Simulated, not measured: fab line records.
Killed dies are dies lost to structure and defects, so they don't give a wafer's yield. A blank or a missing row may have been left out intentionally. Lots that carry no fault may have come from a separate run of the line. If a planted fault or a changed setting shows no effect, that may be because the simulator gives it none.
Struck lot and sound lot, side by side -- flow n5_finfet -- 14 out of 1938 route steps
Sound: wafers L656.1, L656.2, L656.6. Struck: wafer L669.4 (left out: L669.5, a lot-mate that was not struck); the cause follows at the end.
Each step with rows lists, per side, the tool, then ch with its chambers, then its first start. Under that, the readings that differ: sound wafers -- struck wafers -- difference of the means -- sigmas: that difference in standard deviations of wafers without a fault.
alike: same words and numbers on both sides, and readings whose means sit less than 2 such deviations apart. not compared: any withheld reading, any reading some wafer has no value for, any bound like >300 that may hide the same value, and any number with overlapping values for which the record gives no deviation.
The two part at a step that has a row with sigmas, a row that says differs or no value, or rows on one side only. When numbers do not overlap yet have no deviation, they are printed without sigmas and do not part them. A reading that every wafer of one side lacks parts them only if that side has two wafers or more.

first, 7 steps without rows for these wafers: N5_BEOL_M10_COAT_64 (time 60 s, resist thk 30 nm); N5_BEOL_M10_COAT_22 (resist thk 90 nm); N5_BEOL_M10_EBR_24; N5_BEOL_M10_SOFTBAKE_23 (time 60 s); N5_BEOL_M10_EXPOSE_25 (exposes mask V9); N5_BEOL_M10_PEB_26 (peb time 60 s); N5_BEOL_M10_DEVELOP_27 (develop time 30 s).
N5_BEOL_M10_CD_MEAS_28 targets a cd of 70 nm.
  sound on cd_sem-03 ch 0, day 11 19:28; struck on cd_sem-01 ch 0, day 15 14:54
  alike: cd_nm
N5_BEOL_M10_OVL_MEAS_29:
  sound on overlay-01 ch 0, day 11 19:30; struck on overlay-02 ch 0, day 15 14:56
  alike: V9_OVL
N5_BEOL_M10_INSPECT_30: inspects for defects (brightfield).
  sound on defect_inspect-02, day 11 19:31; struck on defect_inspect-01, day 15 14:57
  alike: raw_defect_count
N5_BEOL_M10_DESCUM_33: chemistry O2, time 7.9 s.
  sound on rie_diel-02 ch 0,2, day 11 19:46; struck on rie_diel-06 ch 0, day 15 14:59
reading,sound,struck,difference,sigmas
drypump_motor_current_A (A),5.3 5.0 5.0,6.0,+0.9,+2
  alike: oes_product_au, rf_vpp_V, showerhead_plenum_p_Torr, throttle_valve_pct
  not compared: rf_hours_counter_h
N5_BEOL_M10_ETCH_65: etches SiARC in CF4, target depth 39 nm, time 65 s.
  sound on rie_diel-02 ch 0,2, day 11 19:48; struck on rie_diel-06 ch 0, day 15 15:01
reading,sound,struck,difference,sigmas
throttle_valve_pct (%),15.84 15.87 15.86,15.35,-0.51,-2
  alike: drypump_motor_current_A, etch_rf_on_time_s, oes_product_au, rf_vpp_V, showerhead_plenum_p_Torr
  not compared: rf_hours_counter_h
N5_BEOL_M10_ETCH_66: etches SOC in N2/H2, target depth 120 nm, overetch 24 nm, time 180 s.
  sound on rie_diel-02 ch 0,2, day 11 19:51; struck on rie_diel-06 ch 0, day 15 15:04
reading,sound,struck,difference,sigmas
drypump_motor_current_A (A),5.3 5.0 5.0,5.9,+0.8,+2
run_length_s (s),204.2 203.3 203.2,213.3,+9.7,+24
model.SiARC_of_BEOL_M10_COAT_64.thk_nm (nm),22.6 23 22.8,21.8,-1.0,
  alike: oes_product_au, rf_vpp_V, showerhead_plenum_p_Torr, throttle_valve_pct
  not compared: rf_hours_counter_h
then, 1 step without rows for these wafers: N5_BEOL_M10_STRIP_69 (strips in N2/H2).

WHERE THEY PART
At N5_BEOL_M10_DESCUM_33 first; at N5_BEOL_M10_ETCH_66 last (within this record only).

WHY: what the simulator had put in
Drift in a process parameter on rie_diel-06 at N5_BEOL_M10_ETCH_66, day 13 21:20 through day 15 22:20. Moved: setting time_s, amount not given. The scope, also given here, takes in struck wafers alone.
